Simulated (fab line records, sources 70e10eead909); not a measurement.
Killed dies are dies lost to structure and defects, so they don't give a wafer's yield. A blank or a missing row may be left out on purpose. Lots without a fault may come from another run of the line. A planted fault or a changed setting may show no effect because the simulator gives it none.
Chamber matching | flow nand_harc | NHARC_A_CHANNEL_FILL_D2_ALD_14 on ald_hk-02: 4 sister chambers
The step deposits SiO2, target thk 2.5 nm, pulse time 10 s, ald cycles 25. 4 wafers are shown with their chamber, then 9 later ones without.

WAFERS WITH THEIR CHAMBER
wafer  | chamber | heater_power_w (W)
L088.6 | 2       | 573
L089.2 | 0       | 445
L089.4 | 3       | 459
L089.5 | 1       | 470

WAFERS WITHOUT THEIR CHAMBER
wafer  | heater_power_w (W)
L091.2 | 440
L091.3 | 447
L091.4 | 454
L094.1 | 458
L094.2 | 447
L094.3 | 563
L096.1 | 451
L096.4 | 445
L096.6 | 457

WHICH CHAMBER EACH WENT THROUGH
wafer  | from the rows above     | in truth
L091.2 | 0                       | 0
L091.3 | 0                       | 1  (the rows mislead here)
L091.4 | can't be placed: 3 or 0 | 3
L094.1 | 3                       | 3
L094.2 | 0                       | 0
L094.3 | 2                       | 2
L096.1 | can't be placed: 0 or 3 | 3
L096.4 | 0                       | 0
L096.6 | 3                       | 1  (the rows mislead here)
Placed correctly: 5 of 9. Can't be placed from these rows: 2 (the true chamber is among the candidates in 2). Placed wrongly: 2.
How it was worked out, from the rows above alone: a wafer's distance from a chamber is the root of the sum, over the readings, of the square of ((its reading less the chamber's mean) divided by the reading's scatter). The wafer belongs to the nearest chamber; if the next one is less than 2 further off, it can't be placed. A chamber's mean is the mean of its shown wafers. The scatter: with one shown wafer a chamber, the root of the mean of the squares of how far each hidden wafer lies from its nearest shown one.
